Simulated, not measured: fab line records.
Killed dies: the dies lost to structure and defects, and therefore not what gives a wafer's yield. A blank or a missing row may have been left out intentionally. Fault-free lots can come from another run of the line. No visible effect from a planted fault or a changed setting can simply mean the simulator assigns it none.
What tool caused it? || flow n5 finfet || 9 lots with 27 wafers sampled at 5 steps, on a route of 1938 steps

== WHAT THE GAUGES READ, wafer by wafer ==
N5_MOL_CONTACT_COAG_THK_MEAS_29. Usual: for MD_CAP_THK the level is 17.93 nm and the standard deviation is 0.097.
{"lot": "L451", "measured": "day 5 23:58", "on": "film metro-01", "MD_CAP_THK (nm)": "17.79 17.93 17.83", "flag": ""}
{"lot": "L454", "measured": "day 6 14:45", "on": "film metro-02", "MD_CAP_THK (nm)": "18.01 17.98 18.02", "flag": ""}
{"lot": "L455", "measured": "day 6 18:59", "on": "film metro-02", "MD_CAP_THK (nm)": "17.90 18.06 18.14", "flag": ""}
{"lot": "L456", "measured": "day 7 00:07", "on": "film metro-01", "MD_CAP_THK (nm)": "17.97 18.08 17.91", "flag": ""}
{"lot": "L460", "measured": "day 8 01:22", "on": "film metro-01", "MD_CAP_THK (nm)": "17.97 18.10 18.10", "flag": ""}
{"lot": "L464", "measured": "day 9 00:59", "on": "film metro-01", "MD_CAP_THK (nm)": "17.97 17.90 18.00", "flag": ""}
{"lot": "L465", "measured": "day 9 09:18", "on": "film metro-01", "MD_CAP_THK (nm)": "18.07 17.92 17.92", "flag": ""}
{"lot": "L468", "measured": "day 10 00:36", "on": "film metro-02", "MD_CAP_THK (nm)": "17.96 17.99 17.94", "flag": ""}
{"lot": "L471", "measured": "day 10 21:43", "on": "film metro-02", "MD_CAP_THK (nm)": "18.03 17.99 18.11", "flag": ""}

N5_BEOL_M4_RC_MEAS_101. Usual: DIBL_N 36.4 mV/V, standard deviation 1.7; DIBL_P 36.4 mV/V, standard deviation 2.1; IOFF_N 0.16 nA/um, standard deviation 0.035; IOFF_P 0.21 nA/um, standard deviation 0.035; ION_N 680 uA/um, standard deviation 11; ION_P 465 uA/um, standard deviation 6.8; SS_N 71.5 mV/dec, standard deviation 0.58; SS_P 73.2 mV/dec, standard deviation 0.72; VT_N 249 mV, standard deviation 3.6; VT_P -250 mV, standard deviation 3.1.
{"lot": "L451", "measured": "day 8 23:29", "on": "prober-01", "DIBL_N (mV/V)": "35.5 36.5 34.6", "DIBL_P (mV/V)": "36.7 37.4 35.5", "IOFF_N (nA/um)": "0.17 0.20 0.16", "IOFF_P (nA/um)": "0.22 0.23 0.19", "ION_N (uA/um)": "701 691 686", "ION_P (uA/um)": "472 463 464", "SS_N (mV/dec)": "71.6 71.4 71.5", "SS_P (mV/dec)": "73.9 73.5 73.5", "VT_N (mV)": "246 246 250", "VT_P (mV)": "-246 -246 -251", "flag": ""}
{"lot": "L454", "measured": "day 9 22:27", "on": "prober-01", "DIBL_N (mV/V)": "36.3 34.1 36.1", "DIBL_P (mV/V)": "35.4 33.1 35.0", "IOFF_N (nA/um)": "0.15 0.13 0.15", "IOFF_P (nA/um)": "0.22 0.19 0.22", "ION_N (uA/um)": "689 670 683", "ION_P (uA/um)": "472 466 474", "SS_N (mV/dec)": "71.8 71.3 71.7", "SS_P (mV/dec)": "73.4 72.8 73.1", "VT_N (mV)": "252 252 252", "VT_P (mV)": "-248 -246 -246", "flag": ""}
{"lot": "L455", "measured": "day 10 00:14", "on": "prober-02", "DIBL_N (mV/V)": "36.7 32.4 36.7", "DIBL_P (mV/V)": "38.2 33.1 37.7", "IOFF_N (nA/um)": "0.19 0.12 0.19", "IOFF_P (nA/um)": "0.24 0.16 0.23", "ION_N (uA/um)": "682 671 682", "ION_P (uA/um)": "472 461 465", "SS_N (mV/dec)": "72.0 71.7 71.5", "SS_P (mV/dec)": "74.0 72.1 73.9", "VT_N (mV)": "244 254 246", "VT_P (mV)": "-249 -253 -250", "flag": ""}
{"lot": "L456", "measured": "day 9 23:12", "on": "prober-02", "DIBL_N (mV/V)": "34.2 34.8 37.7", "DIBL_P (mV/V)": "34.4 34.9 37.7", "IOFF_N (nA/um)": "0.13 0.14 0.18", "IOFF_P (nA/um)": "0.18 0.18 0.22", "ION_N (uA/um)": "689 675 695", "ION_P (uA/um)": "466 465 468", "SS_N (mV/dec)": "70.7 72.1 71.9", "SS_P (mV/dec)": "72.2 72.0 72.7", "VT_N (mV)": "251 251 248", "VT_P (mV)": "-254 -253 -252", "flag": ""}
{"lot": "L460", "measured": "day 11 07:11", "on": "prober-01", "DIBL_N (mV/V)": "35.3 35.7 36.4", "DIBL_P (mV/V)": "34.5 34.5 34.9", "IOFF_N (nA/um)": "0.14 0.15 0.16", "IOFF_P (nA/um)": "0.18 0.20 0.20", "ION_N (uA/um)": "679 679 678", "ION_P (uA/um)": "463 461 459", "SS_N (mV/dec)": "71.1 71.2 71.6", "SS_P (mV/dec)": "72.3 72.8 73.1", "VT_N (mV)": "250 248 247", "VT_P (mV)": "-252 -249 -252", "flag": ""}
{"lot": "L464", "measured": "day 12 04:37", "on": "prober-01", "DIBL_N (mV/V)": "34.6 35.9 36.6", "DIBL_P (mV/V)": "35.4 36.7 36.7", "IOFF_N (nA/um)": "0.13 0.16 0.17", "IOFF_P (nA/um)": "0.18 0.20 0.19", "ION_N (uA/um)": "671 684 684", "ION_P (uA/um)": "468 471 466", "SS_N (mV/dec)": "69.9 71.1 71.0", "SS_P (mV/dec)": "72.8 73.8 73.2", "VT_N (mV)": "252 251 253", "VT_P (mV)": "-253 -252 -252", "flag": ""}
{"lot": "L465", "measured": "day 12 09:25", "on": "prober-02", "DIBL_N (mV/V)": "37.1 36.5 34.3", "DIBL_P (mV/V)": "38.1 37.3 35.6", "IOFF_N (nA/um)": "0.16 0.15 0.13", "IOFF_P (nA/um)": "0.22 0.21 0.19", "ION_N (uA/um)": "680 656 668", "ION_P (uA/um)": "461 452 465", "SS_N (mV/dec)": "71.9 71.4 71.2", "SS_P (mV/dec)": "73.2 72.5 72.7", "VT_N (mV)": "250 254 255", "VT_P (mV)": "-251 -250 -248", "flag": ""}
{"lot": "L468", "measured": "day 13 14:23", "on": "prober-01", "DIBL_N (mV/V)": "36.7 35.4 35.4", "DIBL_P (mV/V)": "38.0 35.9 36.5", "IOFF_N (nA/um)": "0.19 0.17 0.18", "IOFF_P (nA/um)": "0.23 0.19 0.19", "ION_N (uA/um)": "681 684 690", "ION_P (uA/um)": "460 460 466", "SS_N (mV/dec)": "71.7 71.5 71.6", "SS_P (mV/dec)": "73.4 73.1 73.5", "VT_N (mV)": "245 246 248", "VT_P (mV)": "-249 -253 -254", "flag": ""}
{"lot": "L471", "measured": "day 13 21:46", "on": "prober-01", "DIBL_N (mV/V)": "36.0 34.6 38.6", "DIBL_P (mV/V)": "36.2 33.8 39.1", "IOFF_N (nA/um)": "0.16 0.12 0.21", "IOFF_P (nA/um)": "0.23 0.19 0.28", "ION_N (uA/um)": "678 665 692", "ION_P (uA/um)": "470 464 469", "SS_N (mV/dec)": "71.7 71.1 72.3", "SS_P (mV/dec)": "72.8 72.1 74.4", "VT_N (mV)": "248 252 247", "VT_P (mV)": "-249 -251 -247", "flag": ""}

== WHICH TOOL RAN EACH LOT (tool, then ch and the chambers of the sampled wafers, then the start) ==
{"lot": "L451", "N5_MOL_CONTACT_COAG_ETCH_105": "rie diel-04 ch 0,1,3, day 5 13:17", "N5_MOL_CONTACT_COAG_CO_FILL_22": "cvd co-01 ch 0,1,2, day 5 17:07", "N5_MOL_CONTACT_COAG_ALD_27": "ald sin-02 ch 0,1,3, day 5 22:06"}
{"lot": "L454", "N5_MOL_CONTACT_COAG_ETCH_105": "rie diel-04 ch 1,3, day 6 06:43", "N5_MOL_CONTACT_COAG_CO_FILL_22": "cvd co-01 ch 0,1, day 6 09:45", "N5_MOL_CONTACT_COAG_ALD_27": "ald sin-04 ch 0,2,3, day 6 12:52"}
{"lot": "L455", "N5_MOL_CONTACT_COAG_ETCH_105": "rie diel-02 ch 0,3, day 6 09:19", "N5_MOL_CONTACT_COAG_CO_FILL_22": "cvd co-01 ch 1,2, day 6 12:18", "N5_MOL_CONTACT_COAG_ALD_27": "ald sin-02 ch 0,3, day 6 17:07"}
{"lot": "L456", "N5_MOL_CONTACT_COAG_ETCH_105": "rie diel-04 ch 0,1,3, day 6 15:15", "N5_MOL_CONTACT_COAG_CO_FILL_22": "cvd co-01 ch 0,2, day 6 17:32", "N5_MOL_CONTACT_COAG_ALD_27": "ald sin-04 ch 0,1, day 6 22:15"}
{"lot": "L460", "N5_MOL_CONTACT_COAG_ETCH_105": "rie diel-01 ch 1,2, day 7 16:23", "N5_MOL_CONTACT_COAG_CO_FILL_22": "cvd co-01 ch 0,1, day 7 20:23", "N5_MOL_CONTACT_COAG_ALD_27": "ald sin-02 ch 0,1, day 7 23:30"}
{"lot": "L464", "N5_MOL_CONTACT_COAG_ETCH_105": "rie diel-02 ch 0,1,3, day 8 15:02", "N5_MOL_CONTACT_COAG_CO_FILL_22": "cvd co-01 ch 0,2, day 8 19:14", "N5_MOL_CONTACT_COAG_ALD_27": "ald sin-02 ch 1,2, day 8 23:07"}
{"lot": "L465", "N5_MOL_CONTACT_COAG_ETCH_105": "rie diel-02 ch 0,1,2, day 8 22:28", "N5_MOL_CONTACT_COAG_CO_FILL_22": "cvd co-02 ch 0,1,2, day 9 03:02", "N5_MOL_CONTACT_COAG_ALD_27": "ald sin-02 ch 0,1,2, day 9 07:26"}
{"lot": "L468", "N5_MOL_CONTACT_COAG_ETCH_105": "rie diel-04 ch 0,1,3, day 9 14:57", "N5_MOL_CONTACT_COAG_CO_FILL_22": "cvd co-01 ch 0,1, day 9 18:07", "N5_MOL_CONTACT_COAG_ALD_27": "ald sin-04 ch 1,2, day 9 22:44"}
{"lot": "L471", "N5_MOL_CONTACT_COAG_ETCH_105": "rie diel-04 ch 2,3, day 10 12:02", "N5_MOL_CONTACT_COAG_CO_FILL_22": "cvd co-01 ch 0,1,2, day 10 13:56", "N5_MOL_CONTACT_COAG_ALD_27": "ald sin-03 ch 2,3, day 10 19:51"}
- N5_MOL_CONTACT_COAG_ETCH_105: etches SiARC in CF4, target depth 15.6 nm, time 26 s.
- N5_MOL_CONTACT_COAG_CO_FILL_22: material Co, precursor CCTBA/H2, target thk 20 nm.
- N5_MOL_CONTACT_COAG_ALD_27: deposits SiOC, target thk 17 nm, pulse time 1.5 s, time 2720 s.

== WHAT THE TOOLS THEMSELVES READ (means of the sampled wafers that have a number; where no wafer has one, the mark that the record gives instead) ==
N5_MOL_CONTACT_COAG_ETCH_105. Usual: drypump motor current A 5.9 A, standard deviation 0.56; etch rf on time s 25.9 s, standard deviation 0.57; oes product au 0.66 a.u., standard deviation 0.059; rf vpp V 183.7 V, standard deviation 0.99; showerhead plenum p Torr 2.10 Torr, standard deviation 0.054; throttle valve pct 15.74 %, standard deviation 0.28.
{"lot": "L451", "tool": "rie diel-04", "drypump motor current A (A)": 6.0, "etch rf on time s (s)": 26.2, "oes product au (a.u.)": 0.64, "rf vpp V (V)": 183.4, "showerhead plenum p Torr (Torr)": 2.08, "throttle valve pct (%)": 15.89, "flag": ""}
{"lot": "L454", "tool": "rie diel-04", "drypump motor current A (A)": 5.5, "etch rf on time s (s)": 26.2, "oes product au (a.u.)": 0.64, "rf vpp V (V)": 182.3, "showerhead plenum p Torr (Torr)": 2.09, "throttle valve pct (%)": 15.85, "flag": ""}
{"lot": "L455", "tool": "rie diel-02", "drypump motor current A (A)": 5.4, "etch rf on time s (s)": 26.2, "oes product au (a.u.)": 0.62, "rf vpp V (V)": 185.0, "showerhead plenum p Torr (Torr)": 2.18, "throttle valve pct (%)": 15.98, "flag": ""}
{"lot": "L456", "tool": "rie diel-04", "drypump motor current A (A)": 6.0, "etch rf on time s (s)": 26.0, "oes product au (a.u.)": 0.63, "rf vpp V (V)": 182.7, "showerhead plenum p Torr (Torr)": 2.07, "throttle valve pct (%)": 15.91, "flag": ""}
{"lot": "L460", "tool": "rie diel-01", "drypump motor current A (A)": 5.2, "etch rf on time s (s)": 26.3, "oes product au (a.u.)": 0.68, "rf vpp V (V)": 185.0, "showerhead plenum p Torr (Torr)": 2.11, "throttle valve pct (%)": 15.52, "flag": ""}
{"lot": "L464", "tool": "rie diel-02", "drypump motor current A (A)": 5.8, "etch rf on time s (s)": 25.9, "oes product au (a.u.)": 0.61, "rf vpp V (V)": 183.5, "showerhead plenum p Torr (Torr)": 2.15, "throttle valve pct (%)": 15.97, "flag": ""}
{"lot": "L465", "tool": "rie diel-02", "drypump motor current A (A)": 6.0, "etch rf on time s (s)": 26.2, "oes product au (a.u.)": 0.61, "rf vpp V (V)": 185.5, "showerhead plenum p Torr (Torr)": 2.18, "throttle valve pct (%)": 15.81, "flag": ""}
{"lot": "L468", "tool": "rie diel-04", "drypump motor current A (A)": 6.0, "etch rf on time s (s)": 26.3, "oes product au (a.u.)": 0.61, "rf vpp V (V)": 184.4, "showerhead plenum p Torr (Torr)": 2.07, "throttle valve pct (%)": 15.95, "flag": ""}
{"lot": "L471", "tool": "rie diel-04", "drypump motor current A (A)": 5.6, "etch rf on time s (s)": 25.6, "oes product au (a.u.)": 0.67, "rf vpp V (V)": 183.4, "showerhead plenum p Torr (Torr)": 2.06, "throttle valve pct (%)": 15.68, "flag": ""}

N5_MOL_CONTACT_COAG_CO_FILL_22. Usual: heater power w 233 W, standard deviation 13; susceptor temp C 200.01 C, standard deviation 0.15.
{"lot": "L451", "tool": "cvd co-01", "heater power w (W)": 231, "susceptor temp C (C)": 199.86, "flag": ""}
{"lot": "L454", "tool": "cvd co-01", "heater power w (W)": 222, "susceptor temp C (C)": 199.92, "flag": ""}
{"lot": "L455", "tool": "cvd co-01", "heater power w (W)": 229, "susceptor temp C (C)": 199.91, "flag": ""}
{"lot": "L456", "tool": "cvd co-01", "heater power w (W)": 232, "susceptor temp C (C)": 200.06, "flag": ""}
{"lot": "L460", "tool": "cvd co-01", "heater power w (W)": 222, "susceptor temp C (C)": 199.95, "flag": ""}
{"lot": "L464", "tool": "cvd co-01", "heater power w (W)": 246, "susceptor temp C (C)": 200.05, "flag": ""}
{"lot": "L465", "tool": "cvd co-02", "heater power w (W)": 232, "susceptor temp C (C)": 200.00, "flag": ""}
{"lot": "L468", "tool": "cvd co-01", "heater power w (W)": 221, "susceptor temp C (C)": 200.20, "flag": ""}
{"lot": "L471", "tool": "cvd co-01", "heater power w (W)": 232, "susceptor temp C (C)": 200.10, "flag": ""}

N5_MOL_CONTACT_COAG_ALD_27. Usual: heater power w 844 W, standard deviation 81; precursor pulse height rel 1.000, standard deviation 0.019; run length s 2769.8 s, standard deviation 0.61; susceptor temp C 399.97 C, standard deviation 0.21.
{"lot": "L451", "tool": "ald sin-02", "heater power w (W)": 788, "precursor pulse height rel": 1.001, "run length s (s)": 2769.8, "susceptor temp C (C)": 399.79, "flag": ""}
{"lot": "L454", "tool": "ald sin-04", "heater power w (W)": 905, "precursor pulse height rel": 0.985, "run length s (s)": 2770.0, "susceptor temp C (C)": 400.03, "flag": ""}
{"lot": "L455", "tool": "ald sin-02", "heater power w (W)": 786, "precursor pulse height rel": 1.002, "run length s (s)": 2769.3, "susceptor temp C (C)": 399.80, "flag": ""}
{"lot": "L456", "tool": "ald sin-04", "heater power w (W)": 940, "precursor pulse height rel": 1.026, "run length s (s)": 2769.3, "susceptor temp C (C)": 400.16, "flag": ""}
{"lot": "L460", "tool": "ald sin-02", "heater power w (W)": 737, "precursor pulse height rel": 0.995, "run length s (s)": 2770.0, "susceptor temp C (C)": 399.93, "flag": ""}
{"lot": "L464", "tool": "ald sin-02", "heater power w (W)": 842, "precursor pulse height rel": 1.010, "run length s (s)": 2125.2, "susceptor temp C (C)": 399.63, "flag": "OFF"}
{"lot": "L465", "tool": "ald sin-02", "heater power w (W)": 790, "precursor pulse height rel": 0.995, "run length s (s)": 2124.8, "susceptor temp C (C)": 400.11, "flag": "OFF"}
{"lot": "L468", "tool": "ald sin-04", "heater power w (W)": 830, "precursor pulse height rel": 0.984, "run length s (s)": 2770.1, "susceptor temp C (C)": 399.98, "flag": ""}
{"lot": "L471", "tool": "ald sin-03", "heater power w (W)": 843, "precursor pulse height rel": 1.006, "run length s (s)": 2769.5, "susceptor temp C (C)": 399.86, "flag": ""}

== THE ANSWER, worked out from the rows above alone ==
Rule: lot off if the mean of its wafers having a number is beyond 3 standard deviations from the usual mean. A lot without any number at a reading at which 4 lots or more have one is off too. Any other lot the step has rows for is counted as sound. First the gauges in route order, then the tools' own readings, where a lot's mean is used as printed above. At the first step where some lot is off, the reading lying furthest off is the one used; lots without a number count as furthest.
Off at N5_MOL_CONTACT_COAG_ALD_27 (run length s): L464, L465.
If a tool, at that step or one of the process steps before it, ran each lot that is off and ran no sound lot following the first of them, it fits. 2 tools fit, rie diel-02 at N5_MOL_CONTACT_COAG_ETCH_105 and ald sin-02 at N5_MOL_CONTACT_COAG_ALD_27, so this cannot tell which one it is.

== WHAT THE SIMULATOR HAD PUT IN ==
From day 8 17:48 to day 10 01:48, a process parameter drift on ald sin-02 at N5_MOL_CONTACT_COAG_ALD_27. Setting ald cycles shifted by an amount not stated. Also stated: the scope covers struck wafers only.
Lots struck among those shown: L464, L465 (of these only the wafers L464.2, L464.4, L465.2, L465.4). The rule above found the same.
